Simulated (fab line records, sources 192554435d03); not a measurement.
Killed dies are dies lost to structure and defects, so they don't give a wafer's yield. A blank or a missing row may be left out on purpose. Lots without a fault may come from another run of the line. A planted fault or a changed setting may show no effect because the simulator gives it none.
Which tool did it? | flow n5_finfet | 12 lots, 36 wafers sampled, at 1 step of a route of 1938

WHAT THE GAUGES READ, wafer by wafer
N5_SDB_CD_MEAS_11: target cd 50 nm.
lot  | measured    | on        | cd_nm (nm)
L075 | day 4 01:38 | cd_sem-02 | 51.8 51.8 52.6
L077 | day 4 12:04 | cd_sem-03 | 49.8 50.7 50.1
L079 | day 5 00:11 | cd_sem-02 | 50.6 50.4 51.7
L081 | day 5 11:21 | cd_sem-01 | 52.2 50.7 49.7
L083 | day 5 23:29 | cd_sem-01 | 49.7 49.4 49.1
L085 | day 6 09:40 | cd_sem-03 | 51.0 50.4 50.5
L087 | day 7 00:53 | cd_sem-01 | 49.7 49.9 49.6
L089 | day 7 13:07 | cd_sem-02 | 51.3 50.5 49.8
L091 | day 7 23:40 | cd_sem-01 | 49.7 49.8 51.0
L093 | day 8 12:58 | cd_sem-03 | 48.4 48.7 50.9
L095 | day 8 21:10 | cd_sem-01 | 52.5 49.5 50.2
L097 | day 9 13:35 | cd_sem-02 | 51.0 51.8 50.6

WHICH TOOL RAN EACH LOT (tool, then ch and the chambers of the sampled wafers, then the start)
The record holds no process step before these readings.

THE ANSWER, worked out from the rows above alone
Rule: what is usual is taken from the lots themselves. Put in order of their means at a reading, lots are off if they are a third of the lots or fewer, leave a main group of 4 or more, and stand apart from it by a gap of 3 or more times the standard deviation of the main group's means; of several such gaps the widest counts. A main group whose means are all the same, to the digits that the tables above print for the reading, isn't used. A lot without any number at a reading at which 4 lots or more have one is off too. The other lots that the step has rows for count as sound.
No lot is off at any reading shown: from this, nothing can be told.

WHAT THE SIMULATOR HAD PUT IN
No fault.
